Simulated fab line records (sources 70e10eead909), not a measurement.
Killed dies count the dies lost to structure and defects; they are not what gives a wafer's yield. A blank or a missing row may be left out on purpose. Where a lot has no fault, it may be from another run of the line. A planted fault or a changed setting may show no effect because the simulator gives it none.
2 desks, one fault + flow nand_harc + each desk has only its own numbers; what lay behind them comes last

== FOR THE TOOL OWNER'S DESK: rie_diel-02 ==
The tool's own readings at NHARC_A_CONTACT_ETCH_49 (etches the open film in N2/H2, target depth 260 nm, time 475.3 s): means of the sampled wafers that have a number, for each lot that ran on this tool. A lot is out of limits, marked OUT, if its mean lies more than 4 standard deviations from the usual mean; the brackets give that distance.
Columns: A = drypump_motor_current_A at NHARC_A_CONTACT_ETCH_49, usual 5.7 A; B = h2_flow_sccm at NHARC_A_CONTACT_ETCH_49, usual 150.0 sccm; C = oes_product_au at NHARC_A_CONTACT_ETCH_49, usual 0.998 a.u.; D = rf_vpp_V at NHARC_A_CONTACT_ETCH_49, usual 431 V; E = run_length_s at NHARC_A_CONTACT_ETCH_49, usual 496.6 s; F = showerhead_plenum_p_Torr at NHARC_A_CONTACT_ETCH_49, usual 2.05 Torr; G = throttle_valve_pct at NHARC_A_CONTACT_ETCH_49, usual 14.170 %
| lot  | first seen here | A   | B     | C     | D   | E                       | F    | G      |
|------|-----------------|-----|-------|-------|-----|-------------------------|------|--------|
| L165 | day 17 06:21    | 5.7 | 150.5 | 0.987 | 429 | 496.8                   | 1.99 | 14.171 |
| L164 | day 17 19:36    | 5.7 | 149.8 | 0.995 | 430 | 496.7                   | 2.03 | 14.172 |
| L170 | day 18 19:26    | 5.8 | 150.5 | 0.984 | 431 | 496.5                   | 2.08 | 14.167 |
| L175 | day 20 01:17    | 5.8 | 150.0 | 0.997 | 432 | 444.2 (-99 or more) OUT | 2.08 | 14.164 |
This desk's verdict: out of limits on L175, starting with L175 at day 20 01:17 (run_length_s at NHARC_A_CONTACT_ETCH_49). Within limits: L165, L164, L170.

== FROM THE METROLOGY DESK ==
What the gauges read, lot by lot, whatever tool the lot ran on: means of the sampled wafers that have a number. A lot is out of limits, marked OUT, if its mean lies more than 4 standard deviations from the usual mean; the brackets give that distance.
Columns: A = overlay_x_nm at NHARC_A_CONTACT_OVL_MEAS_43, usual 0.0 nm; B = overlay_y_nm at NHARC_A_CONTACT_OVL_MEAS_43, usual 0.0 nm
| lot  | first seen here | A    | B    |
|------|-----------------|------|------|
| L160 | day 16 02:19    | -0.5 | 0.7  |
| L163 | day 16 13:34    | -2.6 | -0.4 |
| L162 | day 16 15:49    | 1.1  | -0.2 |
| L165 | day 17 06:01    | 0.4  | -0.5 |
| L166 | day 17 10:19    | -0.6 | -1.0 |
| L164 | day 17 19:16    | -1.2 | 0.7  |
| L169 | day 18 02:50    | 1.1  | -0.3 |
| L168 | day 18 18:33    | 0.1  | -1.0 |
| L170 | day 18 19:05    | 0.4  | 0.7  |
| L176 | day 20 00:14    | -1.4 | -0.6 |
| L175 | day 20 00:59    | 0.7  | -0.8 |
| L182 | day 21 20:52    | 0.3  | -0.2 |
| L181 | day 21 21:38    | -0.6 | 2.0  |
This desk's finding: nothing out of limits on any of the 13 lots.

== PUT TOGETHER ==
The tool owner's desk had the chance to raise an alarm at day 20 01:17 on L175.
At the metrology desk, nothing out of limits was observed.
The metrology desk holds a record of L175, inside its limits.
Every lot named ran NHARC_A_CONTACT_ETCH_49 on rie_diel-02.

== WHAT THE SIMULATOR PUT IN ==
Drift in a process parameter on rie_diel-02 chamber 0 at NHARC_A_CONTACT_ETCH_49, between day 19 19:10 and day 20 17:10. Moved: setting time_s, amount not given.
Shown lots that were struck: L175.
Hours from the fault's start to each desk's first reading out of limits: the tool owner's desk, 6.
